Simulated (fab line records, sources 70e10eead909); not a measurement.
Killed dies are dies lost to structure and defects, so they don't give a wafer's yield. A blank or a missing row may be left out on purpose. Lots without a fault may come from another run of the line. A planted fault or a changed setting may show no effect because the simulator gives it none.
Which tool did it? | flow nand_harc | 12 lots, 36 wafers sampled, at 4 steps of a route of 1302

WHAT THE GAUGES READ, wafer by wafer
The record holds no reading of a measuring or inspecting step that can be judged against a usual standard deviation.

WHICH TOOL RAN EACH LOT (tool, then ch and the chambers of the sampled wafers, then the start)
lot  | NHARC_A_CHANNEL_HOLE_D1_DEP_00 | NHARC_A_CHANNEL_HOLE_D1_ETCH_22  | NHARC_A_CHANNEL_FILL_D1_ALD_15      | NHARC_A_CHANNEL_FILL_D1_ALD_16
L481 | acl_dep-01 ch 0, day 8 17:04   | har_etch-01 ch 0,1, day 8 23:53  | ald_sin_batch-03 ch 0, day 9 16:24  | ald_hk-03 ch 1,2,3, day 9 18:26
L483 | acl_dep-02 ch 0, day 9 04:17   | har_etch-01 ch 0,1, day 9 09:14  | ald_sin_batch-01 ch 0, day 10 03:21 | ald_hk-02 ch 0,2,3, day 10 05:27
L490 | acl_dep-02 ch 0, day 12 08:34  | har_etch-02 ch 1, day 12 14:11   | ald_sin_batch-01 ch 0, day 13 08:35 | ald_hk-04 ch 1,2,3, day 13 10:41
L491 | acl_dep-02 ch 0, day 12 10:49  | har_etch-02 ch 1, day 12 22:40   | ald_sin_batch-01 ch 0, day 13 16:57 | ald_hk-04 ch 0,2,3, day 13 19:00
L496 | acl_dep-02 ch 0, day 14 20:31  | har_etch-01 ch 0,1, day 15 06:12 | ald_sin_batch-02 ch 0, day 15 22:04 | ald_hk-04 ch 0,1,3, day 16 00:10
L497 | acl_dep-03 ch 0, day 14 21:10  | har_etch-02 ch 0,1, day 15 08:29 | ald_sin_batch-02 ch 0, day 15 22:04 | ald_hk-03 ch 0,1,3, day 16 00:05
L498 | acl_dep-03 ch 0, day 15 17:54  | har_etch-02 ch 0,1, day 15 22:47 | ald_sin_batch-02 ch 0, day 16 13:56 | ald_hk-02 ch 0,2, day 16 15:57
L499 | acl_dep-01 ch 0, day 15 18:02  | har_etch-01 ch 0,1, day 15 23:12 | ald_sin_batch-02 ch 0, day 16 13:56 | ald_hk-04 ch 0,1,3, day 16 16:02
L500 | acl_dep-01 ch 0, day 16 00:38  | har_etch-01 ch 0,1, day 16 05:38 | ald_sin_batch-02 ch 0, day 16 20:46 | ald_hk-03 ch 0,1,2, day 16 22:53
L502 | acl_dep-01 ch 0, day 17 05:33  | har_etch-01 ch 0,1, day 17 16:28 | ald_sin_batch-02 ch 0, day 18 05:55 | ald_hk-04 ch 1,2,3, day 18 07:56
L503 | acl_dep-02 ch 0, day 17 13:54  | har_etch-02 ch 0,1, day 17 22:58 | ald_sin_batch-03 ch 0, day 18 14:53 | ald_hk-02 ch 0,1,3, day 18 16:56
L504 | acl_dep-01 ch 0, day 17 18:25  | har_etch-02 ch 0,1, day 18 03:08 | ald_sin_batch-02 ch 0, day 18 18:21 | ald_hk-03 ch 1,2, day 18 20:26
- NHARC_A_CHANNEL_HOLE_D1_DEP_00: deposits aC, target thk 3100 nm.
- NHARC_A_CHANNEL_HOLE_D1_ETCH_22: etches the open film in C4F8/O2/Ar, time 666.7 s, target depth 1600 nm.
- NHARC_A_CHANNEL_FILL_D1_ALD_15: deposits SiNx, target thk 2 nm, pulse time 60 s, ald cycles 19.
- NHARC_A_CHANNEL_FILL_D1_ALD_16: deposits SiO2, target thk 1.5 nm, pulse time 10 s, ald cycles 15.

WHAT THE TOOLS THEMSELVES READ (means of the sampled wafers that have a number; where no wafer has one, the mark that the record gives instead)
NHARC_A_CHANNEL_HOLE_D1_DEP_00.
lot  | tool       | throttle_valve_pct (%)
L481 | acl_dep-01 | 34.995
L483 | acl_dep-02 | 35.003
L490 | acl_dep-02 | 34.997
L491 | acl_dep-02 | 34.997
L496 | acl_dep-02 | 34.989
L497 | acl_dep-03 | 35.006
L498 | acl_dep-03 | 34.994
L499 | acl_dep-01 | 34.994
L500 | acl_dep-01 | 34.997
L502 | acl_dep-01 | 35.003
L503 | acl_dep-02 | 34.996
L504 | acl_dep-01 | 35.004

NHARC_A_CHANNEL_HOLE_D1_ETCH_22.
lot  | tool        | drypump_motor_current_A (A) | oes_air_line_au (a.u.) | showerhead_plenum_p_Torr (Torr) | temp_c (C) | throttle_valve_pct (%)
L481 | har_etch-01 | 5.6                         | 0.986                  | 3.734                           | -20.17     | 32.160
L483 | har_etch-01 | 5.7                         | 0.974                  | 3.732                           | -20.04     | 32.157
L490 | har_etch-02 | 4.8                         | 0.972                  | 3.702                           | -20.04     | 32.155
L491 | har_etch-02 | 4.8                         | 0.985                  | 3.698                           | -19.98     | 32.151
L496 | har_etch-01 | 5.7                         | 1.014                  | 3.688                           | -20.05     | 32.146
L497 | har_etch-02 | 5.3                         | 1.004                  | 3.694                           | -20.03     | 32.159
L498 | har_etch-02 | 5.9                         | 0.995                  | 3.702                           | -20.04     | 32.154
L499 | har_etch-01 | 5.7                         | 1.000                  | 3.680                           | -20.09     | 32.149
L500 | har_etch-01 | 5.7                         | 0.999                  | 3.677                           | -20.05     | 32.163
L502 | har_etch-01 | 5.6                         | 1.004                  | 3.669                           | -20.02     | 32.154
L503 | har_etch-02 | 5.9                         | 0.999                  | 3.690                           | -20.05     | 32.153
L504 | har_etch-02 | 5.9                         | 0.989                  | 3.687                           | -19.98     | 32.152

NHARC_A_CHANNEL_FILL_D1_ALD_15.
lot  | tool             | precursor_pulse_height_rel
L481 | ald_sin_batch-03 | 1.002
L483 | ald_sin_batch-01 | 0.986
L490 | ald_sin_batch-01 | 0.998
L491 | ald_sin_batch-01 | 0.981
L496 | ald_sin_batch-02 | 1.007
L497 | ald_sin_batch-02 | 0.988
L498 | ald_sin_batch-02 | 1.014
L499 | ald_sin_batch-02 | 0.986
L500 | ald_sin_batch-02 | 1.007
L502 | ald_sin_batch-02 | 0.988
L503 | ald_sin_batch-03 | 1.017
L504 | ald_sin_batch-02 | 0.988

NHARC_A_CHANNEL_FILL_D1_ALD_16.
lot  | tool      | heater_power_w (W) | precursor_pulse_height_rel
L481 | ald_hk-03 | 469                | 1.019
L483 | ald_hk-02 | 508                | 1.002
L490 | ald_hk-04 | 448                | 0.994
L491 | ald_hk-04 | 502                | 0.994
L496 | ald_hk-04 | 502                | 1.014
L497 | ald_hk-03 | 475                | 0.979
L498 | ald_hk-02 | 478                | 1.004
L499 | ald_hk-04 | 503                | 0.994
L500 | ald_hk-03 | 476                | 1.000
L502 | ald_hk-04 | 462                | 0.993
L503 | ald_hk-02 | 510                | 0.994
L504 | ald_hk-03 | 495                | 0.979

THE ANSWER, worked out from the rows above alone
Rule: what is usual is taken from the lots themselves. Put in order of their means at a reading, lots are off if they are a third of the lots or fewer, leave a main group of 4 or more, and stand apart from it by a gap of 3 or more times the standard deviation of the main group's means; of several such gaps the widest counts. A main group whose means are all the same, to the digits that the tables above print for the reading, isn't used. A lot without any number at a reading at which 4 lots or more have one is off too. The other lots that the step has rows for count as sound. The gauges are gone through in route order, then the tools' own readings, and for those a lot's mean is taken as printed above. The first step at which some lot is off is used, and at that step the reading that is off furthest; a lot without a number counts as furthest.
No lot is off at any reading shown: from this, nothing can be told.

WHAT THE SIMULATOR HAD PUT IN
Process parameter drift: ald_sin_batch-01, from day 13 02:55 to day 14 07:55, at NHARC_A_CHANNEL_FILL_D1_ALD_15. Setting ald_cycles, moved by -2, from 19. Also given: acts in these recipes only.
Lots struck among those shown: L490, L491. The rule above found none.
